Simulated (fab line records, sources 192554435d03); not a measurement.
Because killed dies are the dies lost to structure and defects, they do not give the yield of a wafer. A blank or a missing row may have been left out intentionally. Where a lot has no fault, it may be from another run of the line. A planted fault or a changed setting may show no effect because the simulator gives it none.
Which of the tools did it? / flow n5_finfet / 9 lots with 25 wafers sampled at 8 steps, on a route of 1938 steps

## WHAT EACH GAUGE READ, for each wafer
N5_BEOL_M0_SAQP_OVL_MEAS_15. Usual: M0_CORE_OVL gives 0.3 nm (standard deviation 0.98).
lot=L612; measured=day 5 09:58; on=overlay-01; M0_CORE_OVL (nm)=1.3 0.0 0.3; flag=
lot=L618; measured=day 7 00:39; on=overlay-02; M0_CORE_OVL (nm)=0.8 -0.2 -0.7; flag=
lot=L619; measured=day 7 08:08; on=overlay-02; M0_CORE_OVL (nm)=0.6 0.6 -1.0; flag=
lot=L620; measured=day 7 10:13; on=overlay-02; M0_CORE_OVL (nm)=0.3 -0.4 0.8; flag=
lot=L621; measured=day 7 13:08; on=overlay-01; M0_CORE_OVL (nm)=0.4 -0.3 0.1; flag=
lot=L629; measured=day 11 04:02; on=overlay-01; M0_CORE_OVL (nm)=0.9 0.2; flag=
lot=L632; measured=day 11 07:34; on=overlay-02; M0_CORE_OVL (nm)=1.5 1.6 -0.3; flag=
lot=L630; measured=day 11 09:03; on=overlay-02; M0_CORE_OVL (nm)=1.5 -1.5 0.8; flag=
lot=L634; measured=day 11 09:17; on=overlay-02; M0_CORE_OVL (nm)=0.8 0.4; flag=

N5_BEOL_M0_SAQP_INSPECT_16: inspects for defects (brightfield). Usual: raw_defect_count reads 516 (standard deviation 130).
lot=L612; measured=day 5 10:00; on=defect_inspect-01; raw_defect_count=812 550 568; flag=
lot=L618; measured=day 7 00:40; on=defect_inspect-02; raw_defect_count=603 439 454; flag=
lot=L619; measured=day 7 08:10; on=defect_inspect-02; raw_defect_count=869 655 513; flag=
lot=L620; measured=day 7 10:14; on=defect_inspect-02; raw_defect_count=1009 970 975; flag=OFF
lot=L621; measured=day 7 13:10; on=defect_inspect-01; raw_defect_count=1466 1062 1068; flag=OFF
lot=L629; measured=day 11 04:03; on=defect_inspect-01; raw_defect_count=512 410; flag=
lot=L632; measured=day 11 07:35; on=defect_inspect-02; raw_defect_count=474 460 430; flag=
lot=L630; measured=day 11 09:04; on=defect_inspect-02; raw_defect_count=468 436 427; flag=
lot=L634; measured=day 11 09:18; on=defect_inspect-02; raw_defect_count=514 631; flag=

N5_BEOL_M0_SAQP_INSPECT_42: inspects for defects (brightfield). Usual: raw_defect_count reads 289 (standard deviation 74).
lot=L612; measured=day 5 14:15; on=defect_inspect-01; raw_defect_count=223 208 171; flag=
lot=L618; measured=day 7 05:05; on=defect_inspect-01; raw_defect_count=241 242 257; flag=
lot=L619; measured=day 7 11:59; on=defect_inspect-01; raw_defect_count=524 391 339; flag=
lot=L620; measured=day 7 14:40; on=defect_inspect-02; raw_defect_count=853 846 931; flag=OFF
lot=L621; measured=day 7 17:55; on=defect_inspect-01; raw_defect_count=801 893 913; flag=OFF
lot=L629; measured=day 11 09:27; on=defect_inspect-01; raw_defect_count=328 238; flag=
lot=L632; measured=day 11 12:11; on=defect_inspect-01; raw_defect_count=175 281 312; flag=
lot=L630; measured=day 11 13:26; on=defect_inspect-02; raw_defect_count=335 211 222; flag=
lot=L634; measured=day 11 13:34; on=defect_inspect-01; raw_defect_count=390 263; flag=

N5_BEOL_M0_CUTY_INSPECT_59: inspects for defects (macro). Usual: raw_defect_count reads 2.1 (standard deviation 1.4).
lot=L612; measured=day 5 15:38; on=defect_inspect-02; raw_defect_count=1 4 4; flag=
lot=L618; measured=day 7 06:39; on=defect_inspect-02; raw_defect_count=1 3 2; flag=
lot=L619; measured=day 7 13:35; on=defect_inspect-01; raw_defect_count=3 3 1; flag=
lot=L620; measured=day 7 16:19; on=defect_inspect-01; raw_defect_count=>300 >300 >300; flag=OFF
lot=L621; measured=day 7 19:18; on=defect_inspect-01; raw_defect_count=>300 >300 >300; flag=OFF
lot=L629; measured=day 11 11:10; on=defect_inspect-02; raw_defect_count=0 1; flag=
lot=L632; measured=day 11 13:40; on=defect_inspect-01; raw_defect_count=3 4 3; flag=
lot=L630; measured=day 11 14:50; on=defect_inspect-02; raw_defect_count=2 1 3; flag=
lot=L634; measured=day 11 15:20; on=defect_inspect-01; raw_defect_count=0 1; flag=

N5_BEOL_M4_RC_MEAS_101. Usual: DIBL_N 37.2 mV/V, standard deviation 2.1; DIBL_P 37.3 mV/V, standard deviation 2.3; IOFF_N 0.18 nA/um, standard deviation 0.041; IOFF_P 0.24 nA/um, standard deviation 0.042; ION_N 680 uA/um, standard deviation 13; ION_P 466 uA/um, standard deviation 7.7; SS_N 71.8 mV/dec, standard deviation 0.68; SS_P 73.5 mV/dec, standard deviation 0.66; VT_N 249 mV, standard deviation 3.6; VT_P -248 mV, standard deviation 3.4.
lot=L612; measured=day 8 08:06; on=prober-02; DIBL_N (mV/V)=36.9 36.9 37.2; DIBL_P (mV/V)=36.3 36.9 37.8; IOFF_N (nA/um)=0.16 0.16 0.18; IOFF_P (nA/um)=0.22 0.22 0.23; ION_N (uA/um)=673 670 678; ION_P (uA/um)=467 467 466; SS_N (mV/dec)=71.0 71.6 71.7; SS_P (mV/dec)=72.9 73.0 73.3; VT_N (mV)=248 247 249; VT_P (mV)=-250 -248 -248; flag=
lot=L618; measured=day 9 18:03; on=prober-02; DIBL_N (mV/V)=34.4 35.4 35.9; DIBL_P (mV/V)=33.7 35.4 35.8; IOFF_N (nA/um)=0.13 0.14 0.15; IOFF_P (nA/um)=0.19 0.21 0.22; ION_N (uA/um)=676 668 673; ION_P (uA/um)=468 460 464; SS_N (mV/dec)=71.2 71.7 71.1; SS_P (mV/dec)=73.0 72.4 73.9; VT_N (mV)=254 252 248; VT_P (mV)=-252 -248 -246; flag=
lot=L619; measured=day 9 18:40; on=prober-01; DIBL_N (mV/V)=35.8 37.4 35.7; DIBL_P (mV/V)=37.3 38.3 36.9; IOFF_N (nA/um)=0.16 0.17 0.15; IOFF_P (nA/um)=0.21 0.22 0.19; ION_N (uA/um)=681 670 680; ION_P (uA/um)=466 460 468; SS_N (mV/dec)=70.9 71.6 71.0; SS_P (mV/dec)=72.9 73.8 73.2; VT_N (mV)=252 250 251; VT_P (mV)=-251 -252 -253; flag=
lot=L620; measured=day 9 19:36; on=prober-01; DIBL_N (mV/V)=34.2 36.8 38.3; DIBL_P (mV/V)=34.9 37.7 39.7; IOFF_N (nA/um)=0.13 0.17 0.22; IOFF_P (nA/um)=0.18 0.24 0.27; ION_N (uA/um)=669 677 696; ION_P (uA/um)=460 465 475; SS_N (mV/dec)=71.1 71.3 72.6; SS_P (mV/dec)=72.9 73.5 73.5; VT_N (mV)=252 246 242; VT_P (mV)=-253 -247 -247; flag=
lot=L621; measured=day 10 12:20; on=prober-02; DIBL_N (mV/V)=35.3 33.3 36.0; DIBL_P (mV/V)=36.0 34.3 36.6; IOFF_N (nA/um)=0.16 0.13 0.18; IOFF_P (nA/um)=0.26 0.22 0.28; ION_N (uA/um)=686 670 686; ION_P (uA/um)=475 473 477; SS_N (mV/dec)=72.0 70.9 71.9; SS_P (mV/dec)=73.8 73.4 73.5; VT_N (mV)=249 250 249; VT_P (mV)=-244 -246 -240; flag=
lot=L629; measured=day 13 17:26; on=prober-01; DIBL_N (mV/V)=39.4 39.5; DIBL_P (mV/V)=40.3 40.7; IOFF_N (nA/um)=0.22 0.21; IOFF_P (nA/um)=0.30 0.31; ION_N (uA/um)=684 675; ION_P (uA/um)=479 470; SS_N (mV/dec)=73.5 72.4; SS_P (mV/dec)=74.3 74.2; VT_N (mV)=247 250; VT_P (mV)=-246 -244; flag=
lot=L632; measured=day 14 01:07; on=prober-02; DIBL_N (mV/V)=38.3 37.0 36.4; DIBL_P (mV/V)=36.8 34.8 35.6; IOFF_N (nA/um)=0.17 0.15 0.15; IOFF_P (nA/um)=0.22 0.20 0.21; ION_N (uA/um)=676 687 677; ION_P (uA/um)=462 465 474; SS_N (mV/dec)=71.4 71.8 71.5; SS_P (mV/dec)=73.8 72.7 73.0; VT_N (mV)=248 250 250; VT_P (mV)=-248 -249 -249; flag=
lot=L630; measured=day 14 04:46; on=prober-01; DIBL_N (mV/V)=36.4 36.9 35.1; DIBL_P (mV/V)=38.7 39.7 37.1; IOFF_N (nA/um)=0.18 0.18 0.15; IOFF_P (nA/um)=0.25 0.26 0.23; ION_N (uA/um)=686 690 674; ION_P (uA/um)=472 480 469; SS_N (mV/dec)=72.6 72.1 72.0; SS_P (mV/dec)=73.6 73.6 73.0; VT_N (mV)=246 247 250; VT_P (mV)=-246 -245 -249; flag=
lot=L634; measured=day 14 20:22; on=prober-01; DIBL_N (mV/V)=33.0 34.9; DIBL_P (mV/V)=34.6 36.7; IOFF_N (nA/um)=0.12 0.14; IOFF_P (nA/um)=0.19 0.23; ION_N (uA/um)=675 666; ION_P (uA/um)=472 466; SS_N (mV/dec)=70.5 71.6; SS_P (mV/dec)=72.3 72.7; VT_N (mV)=250 252; VT_P (mV)=-252 -248; flag=

## TOOL THAT RAN EACH LOT (tool first, then ch and the chambers of the sampled wafers, then the start)
lot=L612; N5_MOL_CONTACT_COAG_CVD_140=cvd_w-01 ch 0,1, day 5 03:36; N5_BEOL_M0_SAQP_PECVD_04=pecvd-04 ch 0,1,2, day 5 09:29; N5_BEOL_M0_SAQP_DESCUM_19=rie_diel-01 ch 2,3, day 5 10:02
lot=L618; N5_MOL_CONTACT_COAG_CVD_140=cvd_w-01 ch 0,1, day 6 18:49; N5_BEOL_M0_SAQP_PECVD_04=pecvd-04 ch 0,1, day 7 00:02; N5_BEOL_M0_SAQP_DESCUM_19=rie_diel-02 ch 1,2,3, day 7 00:42
lot=L619; N5_MOL_CONTACT_COAG_CVD_140=cvd_w-02 ch 0,1, day 7 00:22; N5_BEOL_M0_SAQP_PECVD_04=pecvd-04 ch 0,1, day 7 07:40; N5_BEOL_M0_SAQP_DESCUM_19=rie_diel-02 ch 0,2, day 7 08:13
lot=L620; N5_MOL_CONTACT_COAG_CVD_140=cvd_w-01 ch 0,1, day 7 04:52; N5_BEOL_M0_SAQP_PECVD_04=pecvd-04 ch 0,1,2, day 7 09:36; N5_BEOL_M0_SAQP_DESCUM_19=rie_diel-03 ch 0,2, day 7 10:16
lot=L621; N5_MOL_CONTACT_COAG_CVD_140=cvd_w-02 ch 0,1, day 7 06:58; N5_BEOL_M0_SAQP_PECVD_04=pecvd-04 ch 0,2, day 7 12:40; N5_BEOL_M0_SAQP_DESCUM_19=rie_diel-01 ch 0,1, day 7 13:45
lot=L629; N5_MOL_CONTACT_COAG_CVD_140=cvd_w-01 ch 0,1, day 10 22:12; N5_BEOL_M0_SAQP_PECVD_04=pecvd-04 ch 0,2, day 11 03:25; N5_BEOL_M0_SAQP_DESCUM_19=rie_diel-01 ch 0,2, day 11 04:16
lot=L632; N5_MOL_CONTACT_COAG_CVD_140=cvd_w-02 ch 0,1, day 10 23:52; N5_BEOL_M0_SAQP_PECVD_04=pecvd-04 ch 1,2, day 11 06:58; N5_BEOL_M0_SAQP_DESCUM_19=rie_diel-02 ch 0,1,2, day 11 07:40
lot=L630; N5_MOL_CONTACT_COAG_CVD_140=cvd_w-02 ch 0,1, day 11 02:47; N5_BEOL_M0_SAQP_PECVD_04=pecvd-02 ch 0,1,2, day 11 08:35; N5_BEOL_M0_SAQP_DESCUM_19=rie_diel-01 ch 0,3, day 11 09:06
lot=L634; N5_MOL_CONTACT_COAG_CVD_140=cvd_w-01 ch 0, day 11 03:41; N5_BEOL_M0_SAQP_PECVD_04=pecvd-01 ch 0,2, day 11 08:37; N5_BEOL_M0_SAQP_DESCUM_19=rie_diel-02 ch 0,3, day 11 09:33
- N5_MOL_CONTACT_COAG_CVD_140: deposits W, target thk 66.5 nm, time 215 s.
- N5_BEOL_M0_SAQP_PECVD_04: deposits a-Si from SiH4/He, target thk 60 nm, time 60.2 s.
- N5_BEOL_M0_SAQP_DESCUM_19: chemistry O2, time 7.9 s.

## AS READ BY THE TOOLS THEMSELVES (means over the sampled wafers that have a number; for cases with no such wafer, the mark the record gives instead)
N5_MOL_CONTACT_COAG_CVD_140. Usual: heater_power_w reads 475 W (standard deviation 63).
lot=L612; tool=cvd_w-01; heater_power_w (W)=429; flag=
lot=L618; tool=cvd_w-01; heater_power_w (W)=437; flag=
lot=L619; tool=cvd_w-02; heater_power_w (W)=548; flag=
lot=L620; tool=cvd_w-01; heater_power_w (W)=444; flag=
lot=L621; tool=cvd_w-02; heater_power_w (W)=520; flag=
lot=L629; tool=cvd_w-01; heater_power_w (W)=436; flag=
lot=L632; tool=cvd_w-02; heater_power_w (W)=515; flag=
lot=L630; tool=cvd_w-02; heater_power_w (W)=546; flag=
lot=L634; tool=cvd_w-01; heater_power_w (W)=458; flag=

N5_BEOL_M0_SAQP_PECVD_04. Usual: heater_power_w 646 W, standard deviation 79; showerhead_plenum_p_Torr 5.68 Torr, standard deviation 0.051; throttle_valve_pct 18.4 %, standard deviation 0.88.
lot=L612; tool=pecvd-04; heater_power_w (W)=715; showerhead_plenum_p_Torr (Torr)=5.66; throttle_valve_pct (%)=19.0; flag=
lot=L618; tool=pecvd-04; heater_power_w (W)=697; showerhead_plenum_p_Torr (Torr)=5.67; throttle_valve_pct (%)=19.5; flag=
lot=L619; tool=pecvd-04; heater_power_w (W)=775; showerhead_plenum_p_Torr (Torr)=5.62; throttle_valve_pct (%)=19.9; flag=
lot=L620; tool=pecvd-04; heater_power_w (W)=747; showerhead_plenum_p_Torr (Torr)=5.67; throttle_valve_pct (%)=19.0; flag=
lot=L621; tool=pecvd-04; heater_power_w (W)=709; showerhead_plenum_p_Torr (Torr)=5.66; throttle_valve_pct (%)=18.6; flag=
lot=L629; tool=pecvd-04; heater_power_w (W)=678; showerhead_plenum_p_Torr (Torr)=5.64; throttle_valve_pct (%)=18.9; flag=
lot=L632; tool=pecvd-04; heater_power_w (W)=722; showerhead_plenum_p_Torr (Torr)=5.73; throttle_valve_pct (%)=18.6; flag=
lot=L630; tool=pecvd-02; heater_power_w (W)=606; showerhead_plenum_p_Torr (Torr)=5.69; throttle_valve_pct (%)=18.2; flag=
lot=L634; tool=pecvd-01; heater_power_w (W)=627; showerhead_plenum_p_Torr (Torr)=5.65; throttle_valve_pct (%)=18.4; flag=

N5_BEOL_M0_SAQP_DESCUM_19. Usual: drypump_motor_current_A 5.9 A, standard deviation 0.49; oes_product_au 0.81 a.u., standard deviation 0.099; rf_vpp_V 243.0 V, standard deviation 1.5; showerhead_plenum_p_Torr 2.08 Torr, standard deviation 0.073; temp_c 39.99 C, standard deviation 0.12; throttle_valve_pct 20.35 %, standard deviation 0.28.
lot=L612; tool=rie_diel-01; drypump_motor_current_A (A)=5.5; oes_product_au (a.u.)=0.76; rf_vpp_V (V)=243.9; showerhead_plenum_p_Torr (Torr)=2.10; temp_c (C)=40.05; throttle_valve_pct (%)=20.39; flag=
lot=L618; tool=rie_diel-02; drypump_motor_current_A (A)=6.0; oes_product_au (a.u.)=0.69; rf_vpp_V (V)=241.1; showerhead_plenum_p_Torr (Torr)=2.01; temp_c (C)=40.02; throttle_valve_pct (%)=20.66; flag=
lot=L619; tool=rie_diel-02; drypump_motor_current_A (A)=5.9; oes_product_au (a.u.)=0.87; rf_vpp_V (V)=242.8; showerhead_plenum_p_Torr (Torr)=2.05; temp_c (C)=40.20; throttle_valve_pct (%)=20.37; flag=
lot=L620; tool=rie_diel-03; drypump_motor_current_A (A)=5.5; oes_product_au (a.u.)=0.77; rf_vpp_V (V)=243.9; showerhead_plenum_p_Torr (Torr)=2.10; temp_c (C)=39.86; throttle_valve_pct (%)=20.21; flag=
lot=L621; tool=rie_diel-01; drypump_motor_current_A (A)=6.0; oes_product_au (a.u.)=0.89; rf_vpp_V (V)=245.0; showerhead_plenum_p_Torr (Torr)=2.19; temp_c (C)=40.05; throttle_valve_pct (%)=19.98; flag=
lot=L629; tool=rie_diel-01; drypump_motor_current_A (A)=6.1; oes_product_au (a.u.)=0.81; rf_vpp_V (V)=243.9; showerhead_plenum_p_Torr (Torr)=2.10; temp_c (C)=40.11; throttle_valve_pct (%)=20.19; flag=
lot=L632; tool=rie_diel-02; drypump_motor_current_A (A)=5.7; oes_product_au (a.u.)=0.86; rf_vpp_V (V)=242.1; showerhead_plenum_p_Torr (Torr)=2.02; temp_c (C)=39.99; throttle_valve_pct (%)=20.46; flag=
lot=L630; tool=rie_diel-01; drypump_motor_current_A (A)=5.7; oes_product_au (a.u.)=0.88; rf_vpp_V (V)=242.5; showerhead_plenum_p_Torr (Torr)=2.07; temp_c (C)=39.88; throttle_valve_pct (%)=20.08; flag=
lot=L634; tool=rie_diel-02; drypump_motor_current_A (A)=5.9; oes_product_au (a.u.)=0.79; rf_vpp_V (V)=241.7; showerhead_plenum_p_Torr (Torr)=2.01; temp_c (C)=39.81; throttle_valve_pct (%)=20.41; flag=

## THE ANSWER, worked out from the rows above alone
Rule: a lot is off if the mean of its wafers that have a number lies more than 3 standard deviations from the usual mean. A lot without any number at a reading at which 4 lots or more have one is off too. The other lots that the step has rows for count as sound. After the gauges, taken in route order, come the tools' own readings; for these a lot's mean is taken, as printed above. At the first step where some lot is off, the reading lying furthest off is the one used; lots without a number count as furthest.
Off at N5_BEOL_M0_SAQP_INSPECT_16 (raw_defect_count): L620, L621.
If a tool, at a process step before that reading, ran all the lots that are off and no sound lot after the first of them, it fits. The gauges at N5_BEOL_M0_SAQP_INSPECT_16 are tried like those tools. None of those tried fits.

## WHAT THE SIMULATOR HAD INSERTED
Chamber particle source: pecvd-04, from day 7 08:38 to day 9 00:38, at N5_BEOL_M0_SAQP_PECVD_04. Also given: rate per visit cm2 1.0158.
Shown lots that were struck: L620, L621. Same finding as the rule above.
